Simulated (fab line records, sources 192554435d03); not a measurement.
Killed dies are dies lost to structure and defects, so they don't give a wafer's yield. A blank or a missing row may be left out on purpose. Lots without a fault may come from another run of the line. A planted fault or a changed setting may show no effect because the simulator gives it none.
Which tool did it? | flow n5_finfet | 12 lots, 36 wafers sampled, at 2 steps of a route of 1938

WHAT THE GAUGES READ, wafer by wafer
N5_SD_EPI_N_OVL_MEAS_10.
lot  | measured    | on         | SD_N_BLK_OVL (nm)
L075 | day 3 07:19 | overlay-02 | 0.0 1.7 0.8
L077 | day 3 20:32 | overlay-02 | -0.7 0.2 -0.5
L079 | day 4 13:01 | overlay-01 | 1.1 0.0 1.4
L081 | day 4 18:44 | overlay-01 | 0.2 0.4 -0.5
L083 | day 5 07:16 | overlay-02 | 0.0 0.1 -0.4
L085 | day 5 19:12 | overlay-02 | 0.4 -0.9 -1.0
L087 | day 6 11:20 | overlay-02 | 1.5 0.3 0.2
L089 | day 6 19:42 | overlay-01 | 0.2 0.7 0.0
L091 | day 7 06:32 | overlay-01 | 0.1 0.2 1.6
L093 | day 7 18:46 | overlay-01 | 0.4 -0.7 0.6
L095 | day 8 09:13 | overlay-02 | 1.1 1.3 0.8
L097 | day 8 21:31 | overlay-01 | -0.8 0.6 0.1

WHICH TOOL RAN EACH LOT (tool, then ch and the chambers of the sampled wafers, then the start)
lot  | N5_SPACER0_ALD_07
L075 | ald_sin-01 ch 0,1, day 3 06:19
L077 | ald_sin-03 ch 2,3, day 3 19:40
L079 | ald_sin-02 ch 0,1,2, day 4 12:01
L081 | ald_sin-03 ch 2,3, day 4 17:44
L083 | ald_sin-01 ch 1,2,3, day 5 06:16
L085 | ald_sin-01 ch 0,3, day 5 18:12
L087 | ald_sin-01 ch 0,2, day 6 10:20
L089 | ald_sin-03 ch 0,1,3, day 6 18:42
L091 | ald_sin-01 ch 0,2,3, day 7 05:32
L093 | ald_sin-01 ch 1,2,3, day 7 17:53
L095 | ald_sin-01 ch 0,1, day 8 08:13
L097 | ald_sin-01 ch 0,1,3, day 8 20:38
- N5_SPACER0_ALD_07: deposits SiNx, target thk 2 nm.

THE ANSWER, worked out from the rows above alone
Rule: what is usual is taken from the lots themselves. Put in order of their means at a reading, lots are off if they are a third of the lots or fewer, leave a main group of 4 or more, and stand apart from it by a gap of 3 or more times the standard deviation of the main group's means; of several such gaps the widest counts. A main group whose means are all the same, to the digits that the tables above print for the reading, isn't used. A lot without any number at a reading at which 4 lots or more have one is off too. The other lots that the step has rows for count as sound.
No lot is off at any reading shown: from this, nothing can be told.

WHAT THE SIMULATOR HAD PUT IN
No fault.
